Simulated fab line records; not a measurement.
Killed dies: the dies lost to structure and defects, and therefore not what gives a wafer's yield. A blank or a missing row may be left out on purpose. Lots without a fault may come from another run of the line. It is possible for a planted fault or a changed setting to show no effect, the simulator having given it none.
Split-lot experiment :: flow n5-finfet :: route with 1938 steps; 7 lots, 21 wafers read

== THE SPLIT ITSELF ==
At N5_BEOL_M15_CMP_49 (polishes, stops on SiO2, t overpolish 4.9 s, target thk 850 nm), the setting down-force-psi was moved away from the recipe's 2 psi on 8 of the 21 wafers read, by -22.1% to +12.5%. All remaining wafers had this setting at the recipe value.

The reading comes from the split's own step.

== THE READING ==
barrier-field-endpoint-s, in s, at N5_BEOL_M15_CMP_49 (polishes, stops on SiO2, t overpolish 4.9 s, target thk 850 nm). On this fab line, fault-free wafers typically give 11.41 s with a standard deviation of 0.2 s.

wafer: L074.3
tool, chamber at the split: cmp-04, 0
down-force-psi as run, psi: 1.558
against the recipe: -22.1%
barrier-field-endpoint-s, s: 15.66
against lot-mates on the recipe: +3.97

wafer: L074.4
tool, chamber at the split: cmp-04, 1
down-force-psi as run, psi: 2
against the recipe: recipe
barrier-field-endpoint-s, s: 11.69
against lot-mates on the recipe: -

wafer: L074.6
tool, chamber at the split: cmp-04, 3
down-force-psi as run, psi: 1.558
against the recipe: -22.1%
barrier-field-endpoint-s, s: 15.03
against lot-mates on the recipe: +3.34

wafer: L077.4
tool, chamber at the split: cmp-04, 3
down-force-psi as run, psi: 2
against the recipe: recipe
barrier-field-endpoint-s, s: 11.38
against lot-mates on the recipe: -

wafer: L077.1
tool, chamber at the split: cmp-04, 2
down-force-psi as run, psi: 2
against the recipe: recipe
barrier-field-endpoint-s, s: 11.54
against lot-mates on the recipe: -

wafer: L077.5
tool, chamber at the split: cmp-04, 0
down-force-psi as run, psi: 2
against the recipe: recipe
barrier-field-endpoint-s, s: 11.25
against lot-mates on the recipe: -

wafer: L080.1
tool, chamber at the split: cmp-01, 3
down-force-psi as run, psi: 1.834
against the recipe: -8.3%
barrier-field-endpoint-s, s: 13.11
against lot-mates on the recipe: +1.48

wafer: L080.4
tool, chamber at the split: cmp-01, 1
down-force-psi as run, psi: 2
against the recipe: recipe
barrier-field-endpoint-s, s: 11.63
against lot-mates on the recipe: -

wafer: L080.5
tool, chamber at the split: cmp-01, 3
down-force-psi as run, psi: 1.834
against the recipe: -8.3%
barrier-field-endpoint-s, s: 12.31
against lot-mates on the recipe: +0.68

wafer: L081.3
tool, chamber at the split: cmp-01, 3
down-force-psi as run, psi: 2
against the recipe: recipe
barrier-field-endpoint-s, s: 11.94
against lot-mates on the recipe: -

wafer: L081.2
tool, chamber at the split: cmp-01, 0
down-force-psi as run, psi: 1.743
against the recipe: -12.8%
barrier-field-endpoint-s, s: 12.67
against lot-mates on the recipe: +1.14

wafer: L081.1
tool, chamber at the split: cmp-01, 2
down-force-psi as run, psi: 2
against the recipe: recipe
barrier-field-endpoint-s, s: 11.12
against lot-mates on the recipe: -

wafer: L085.4
tool, chamber at the split: cmp-04, 3
down-force-psi as run, psi: 1.763
against the recipe: -11.9%
barrier-field-endpoint-s, s: 11.92
against lot-mates on the recipe: +1.01

wafer: L085.1
tool, chamber at the split: cmp-04, 2
down-force-psi as run, psi: 2
against the recipe: recipe
barrier-field-endpoint-s, s: 10.49
against lot-mates on the recipe: -

wafer: L085.6
tool, chamber at the split: cmp-04, 0
down-force-psi as run, psi: 2
against the recipe: recipe
barrier-field-endpoint-s, s: 11.32
against lot-mates on the recipe: -

wafer: L093.2
tool, chamber at the split: cmp-02, 1
down-force-psi as run, psi: 2
against the recipe: recipe
barrier-field-endpoint-s, s: 11.51
against lot-mates on the recipe: -

wafer: L093.4
tool, chamber at the split: cmp-02, 2
down-force-psi as run, psi: 2
against the recipe: recipe
barrier-field-endpoint-s, s: 11.24
against lot-mates on the recipe: -

wafer: L093.5
tool, chamber at the split: cmp-02, 3
down-force-psi as run, psi: 2
against the recipe: recipe
barrier-field-endpoint-s, s: 11.60
against lot-mates on the recipe: -

wafer: L097.2
tool, chamber at the split: cmp-02, 2
down-force-psi as run, psi: 2
against the recipe: recipe
barrier-field-endpoint-s, s: 11.40
against lot-mates on the recipe: -

wafer: L097.1
tool, chamber at the split: cmp-02, 0
down-force-psi as run, psi: 2.249
against the recipe: +12.5%
barrier-field-endpoint-s, s: 9.09
against lot-mates on the recipe: -2.31

wafer: L097.6
tool, chamber at the split: cmp-02, 1
down-force-psi as run, psi: 2.249
against the recipe: +12.5%
barrier-field-endpoint-s, s: 10.12
against lot-mates on the recipe: -1.28

THE FIT
A straight line over all 21 wafers: barrier-field-endpoint-s changes by -0.153 s for each +1% of down-force-psi; r = -0.93; the points scatter about the line by 0.53 s.
The same after taking each lot's own level away (the mean of its wafers on the recipe; 21 wafers): -0.146 s for each +1%; r = -0.95; scatter 0.41 s.
According to that fit, moving down-force-psi by its largest amount changes the reading by 3.2 s.
The span of the lots' own levels, 10.905 to 11.690 s, comes to 3.9 times the standard deviation stated above.
So the lot-to-lot level changes the slope little: the two slopes agree.
Check: for one of the wafers moved furthest among these (-22.1%), held out of the fit, the line's prediction against its lot-mates is +2.89 s. It came out at +3.97 s against them.
Tool readings at the split's step, against how far the setting was moved: barrier-field-endpoint-s r = -0.93.

== THESE WAFERS: OTHER SPLITS ==
Before the reading, these wafers also passed through other splits. Each is held against what the fit with the lots' levels taken away leaves over:
other split on the same wafers: N5_BEOL_M14_ETCH_68 time-s
wafers away from the commonest value: 7
r with barrier-field-endpoint-s (lot level and that fit taken away): -0.18

other split on the same wafers: N5_BEOL_M15_SPUTTER_44 power-w
wafers away from the commonest value: 6
r with barrier-field-endpoint-s (lot level and that fit taken away): +0.69

== FILE'S OWN FIT ==
barrier-field-endpoint-s changes by -0.136 s for each +1% of down-force-psi, r = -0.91.
